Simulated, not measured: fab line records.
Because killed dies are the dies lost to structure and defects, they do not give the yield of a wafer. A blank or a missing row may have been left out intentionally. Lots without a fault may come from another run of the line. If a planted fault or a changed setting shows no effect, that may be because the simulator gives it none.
Matching of chambers + flow nand-harc + NHARC_A_WL_FILL_CMP_12 on cmp-03: 4 sister chambers
The step polishes, t overpolish 30 s, target thk 100 nm. 4 wafers are shown with their chamber, then 8 later ones without.

## EACH WAFER AND ITS CHAMBER
| wafer  | chamber | motor-current-A (A) |
|--------|---------|---------------------|
| L960.5 | 2       | 10.5                |
| L961.4 | 3       | 10.6                |
| L961.5 | 0       | 11.4                |
| L963.2 | 1       | 10.2                |

## WAFERS WITH NO CHAMBER GIVEN
| wafer  | motor-current-A (A) |
|--------|---------------------|
| L963.3 | 11.1                |
| L963.4 | 10.9                |
| L965.1 | 10.6                |
| L965.4 | 11.2                |
| L965.6 | 11.5                |
| L967.1 | 11.0                |
| L967.3 | 11.2                |
| L967.6 | 10.5                |

## WHICH CHAMBER EACH WENT THROUGH
| wafer  | from the rows above               | in truth |
|--------|-----------------------------------|----------|
| L963.3 | can't be placed: 0 or 3 or 2      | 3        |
| L963.4 | can't be placed: 3 or 2 or 0 or 1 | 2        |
| L965.1 | can't be placed: 3 or 2 or 1      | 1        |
| L965.4 | can't be placed: 0 or 3           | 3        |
| L965.6 | 0                                 | 0        |
| L967.1 | can't be placed: 0 or 3 or 2 or 1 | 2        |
| L967.3 | can't be placed: 0 or 3           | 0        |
| L967.6 | can't be placed: 2 or 3 or 1      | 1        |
Placed correctly: 1 of 8. These rows do not allow placing 7 (true chamber among the candidates in 7). 0 placed wrongly.
How it was worked out, from the rows above alone: a wafer's distance from a chamber is the root of the sum, over the readings, of the square of ((its reading less the chamber's mean) divided by the reading's scatter). The wafer belongs to the nearest chamber; if the next one is less than 2 further off, it can't be placed. Each chamber's mean is taken over the wafers shown for it. The scatter (one wafer shown for each chamber): square how far every hidden wafer sits from the nearest shown wafer, average those squares and take the square root.
